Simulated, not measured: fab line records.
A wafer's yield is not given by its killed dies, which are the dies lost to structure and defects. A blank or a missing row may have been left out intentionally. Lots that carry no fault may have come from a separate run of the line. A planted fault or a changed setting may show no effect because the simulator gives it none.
Chamber matching ; flow n5-finfet ; cmp-02 running N5_BEOL_M6_CMP_52: 4 sister chambers
The step polishes, stops on SiCOH lowk, t overpolish 6.9 s, target thk 80 nm. 18 wafers are shown with their chamber, then 9 later ones without.

== WAFERS PAIRED WITH THEIR CHAMBERS ==
wafer;chamber;motor-current-A (A);time-to-endpoint-s (s);slurry-filter-dp-kPa (kPa)
L075.3;2;5.7;61;13.41
L075.5;0;6.1;65;13.56
L075.6;1;5.0;64;13.39
L076.1;1;5.3;61;13.22
L076.2;3;5.9;71;13.53
L076.5;2;5.8;64;13.59
L078.1;3;5.6;69;13.68
L078.3;0;5.9;67;13.59
L078.5;1;5.1;59;13.24
L080.2;3;5.6;72;13.47
L080.3;0;6.0;66;13.33
L080.4;1;5.1;67;13.30
L083.4;0;5.8;68;13.71
L083.5;3;5.8;75;13.60
L083.6;2;5.8;62;13.43
L082.1;3;5.8;71;13.61
L082.4;0;5.9;63;13.65
L082.6;1;5.3;61;13.50

SIGNATURES (averages over the wafers above)
reading;chamber 0;chamber 1;chamber 2;chamber 3;scatter within a chamber
motor-current-A;5.940;5.160;5.767;5.740;0.12
time-to-endpoint-s;65.80;62.40;62.33;71.60;2.36
slurry-filter-dp-kPa;13.5680;13.3300;13.4767;13.5780;0.114
Rule: distance of a wafer from a chamber = root of the sum over the readings of ((wafer's reading minus chamber's mean) / reading's scatter) squared. The wafer belongs to the nearest chamber; if the next one is less than 2 further off, it can't be placed. How the scatter is found: for the shown wafers, subtract from each reading the mean of its chamber, square and add these, divide the total by (wafers less chambers), then take the root.

== WAFERS MISSING THEIR CHAMBER ==
wafer;motor-current-A (A);time-to-endpoint-s (s);slurry-filter-dp-kPa (kPa)
L084.4;5.6;70;13.37
L084.5;6.2;63;13.46
L084.6;5.7;69;13.54
L086.2;6.1;61;13.61
L086.3;5.7;56;13.51
L086.6;5.4;58;13.30
L096.2;5.2;58;13.78
L096.3;5.3;64;13.53
L096.6;5.2;58;13.42

== WHICH CHAMBER EACH ONE RAN IN ==
wafer;from the rows above;in truth
L084.4;can't be placed: 3 or 2 or 0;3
L084.5;can't be placed: 0 or 2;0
L084.6;can't be placed: 3 or 0 or 2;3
L086.2;can't be placed: 0 or 2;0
L086.3;can't be placed: 2 or 0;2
L086.6;can't be placed: 1 or 2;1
L096.2;can't be placed: 1 or 2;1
L096.3;can't be placed: 1 or 2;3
L096.6;1;1
Correctly placed: 1 of 9. Unplaceable from these rows: 8, with the true chamber sitting among the candidates in 7. Wrongly placed: 0.
